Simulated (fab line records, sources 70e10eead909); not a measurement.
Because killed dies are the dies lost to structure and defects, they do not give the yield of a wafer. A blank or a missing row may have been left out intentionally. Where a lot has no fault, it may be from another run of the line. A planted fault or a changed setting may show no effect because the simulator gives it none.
Chamber matching | flow nandHarc | NHARC_A_CONTACT_ETCH_110 on rieDiel-13: 4 sister chambers
The step etches the open film in CF4/O2, target depth 60 nm, overetch 6 nm, time 33 s. 7 wafers are shown with their chamber, then 8 later ones without.

== EACH WAFER AND ITS CHAMBER ==
wafer  | chamber | showerheadPlenumPTorr (Torr) | drypumpMotorCurrentA (A)
L081.2 | 3       | 1.25                         | 6.08
L081.3 | 1       | 1.38                         | 6.43
L081.6 | 0       | 1.26                         | 6.44
L089.2 | 0       | 1.25                         | 6.43
L089.3 | 3       | 1.25                         | 6.07
L089.4 | 1       | 1.37                         | 6.38
L091.2 | 2       | 1.42                         | 6.23

== WAFERS WITHOUT THEIR CHAMBER ==
wafer  | showerheadPlenumPTorr (Torr) | drypumpMotorCurrentA (A)
L091.4 | 1.25                         | 6.06
L091.5 | 1.25                         | 6.42
L093.1 | 1.37                         | 6.43
L093.2 | 1.42                         | 6.26
L093.4 | 1.24                         | 6.06
L097.2 | 1.25                         | 6.44
L097.4 | 1.24                         | 6.05
L097.6 | 1.37                         | 6.40

== WHICH CHAMBER EACH WENT THROUGH ==
wafer  | from the rows above | in truth
L091.4 | 3                   | 3
L091.5 | 0                   | 0
L093.1 | 1                   | 1
L093.2 | 2                   | 2
L093.4 | 3                   | 3
L097.2 | 0                   | 0
L097.4 | 3                   | 3
L097.6 | 1                   | 1
8 of 8 placed correctly. Number that these rows cannot place: 0. Placed wrongly: 0.
How it was worked out, from the rows above alone: a wafer's distance from a chamber is the root of the sum, over the readings, of the square of ((its reading less the chamber's mean) divided by the reading's scatter). The wafer belongs to the nearest chamber; if the next one is less than 2 further off, it can't be placed. Each chamber's mean is taken over the wafers shown for it. The scatter: the root of (the sum of the squares of (reading less its chamber's mean) over the shown wafers, divided by (wafers less chambers)).
